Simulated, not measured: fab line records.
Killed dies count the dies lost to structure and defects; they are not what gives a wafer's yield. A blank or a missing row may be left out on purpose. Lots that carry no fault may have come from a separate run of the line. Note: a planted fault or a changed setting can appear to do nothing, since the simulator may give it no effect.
Chamber matching	flow n5Finfet	rieDiel-06 running N5_BEOL_M4_ETCH_63: 4 sister chambers
The step etches SiARC in CF4, target depth 15.6 nm, time 26 s. 14 wafers are shown with their chamber, then 7 later ones without.

== WAFERS WITH THEIR CHAMBER ==
wafer	chamber	drypumpMotorCurrentA (A)	throttleValvePct (%)	etchRfOnTimeS (s)
L954.1	1	4.9	15.95	25.9
L954.4	2	6.6	15.71	25.9
L954.6	1	4.9	15.98	25.6
L964.2	1	4.9	16.03	25.8
L964.3	3	5.4	15.89	26.7
L964.5	1	4.9	16.02	25.8
L965.1	2	6.6	15.27	25.6
L965.3	3	5.4	15.90	26.6
L965.5	1	4.8	16.02	25.8
L969.1	0	5.6	15.74	25.8
L969.3	2	6.6	15.28	25.9
L969.5	1	4.8	16.05	25.9
L973.1	2	6.6	15.30	25.4
L973.5	2	6.6	15.28	25.7

SIGNATURES, as means of the wafers listed above
reading	chamber 0	chamber 1	chamber 2	chamber 3	scatter within a chamber
drypumpMotorCurrentA	5.600	4.867	6.600	5.400	0.0365
throttleValvePct	15.7400	16.0083	15.3680	15.8950	0.124
etchRfOnTimeS	25.800	25.800	25.700	26.650	0.157
Rule: a wafer lies at a distance from a chamber equal to the root of the sum of squares, over the readings, of (its reading less the chamber's mean, divided by the reading's scatter). If the next closest chamber is less than 2 further off than the closest, the wafer can't be placed; otherwise it belongs to the closest. The scatter is the square root of a quotient: the sum, over the shown wafers, of each reading's squared deviation from its chamber's mean, divided by wafers minus chambers.

== WAFERS WITH NO CHAMBER GIVEN ==
wafer	drypumpMotorCurrentA (A)	throttleValvePct (%)	etchRfOnTimeS (s)
L973.6	5.5	15.46	26.0
L975.1	5.4	15.47	26.0
L975.2	5.6	15.77	25.6
L975.5	5.5	15.48	26.3
L976.2	5.6	15.76	25.7
L976.3	4.9	16.09	25.8
L976.5	6.7	15.32	25.8

== CHAMBER TAKEN BY EACH ==
wafer	from the rows above	in truth
L973.6	0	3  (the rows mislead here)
L975.1	can't be placed: 3 or 0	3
L975.2	0	0
L975.5	can't be placed: 0 or 3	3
L976.2	0	0
L976.3	1	1
L976.5	2	2
Correct placement for 4 of the 7. Can't be placed from these rows: 2 (the true chamber is among the candidates in 2). Wrongly placed: 1.
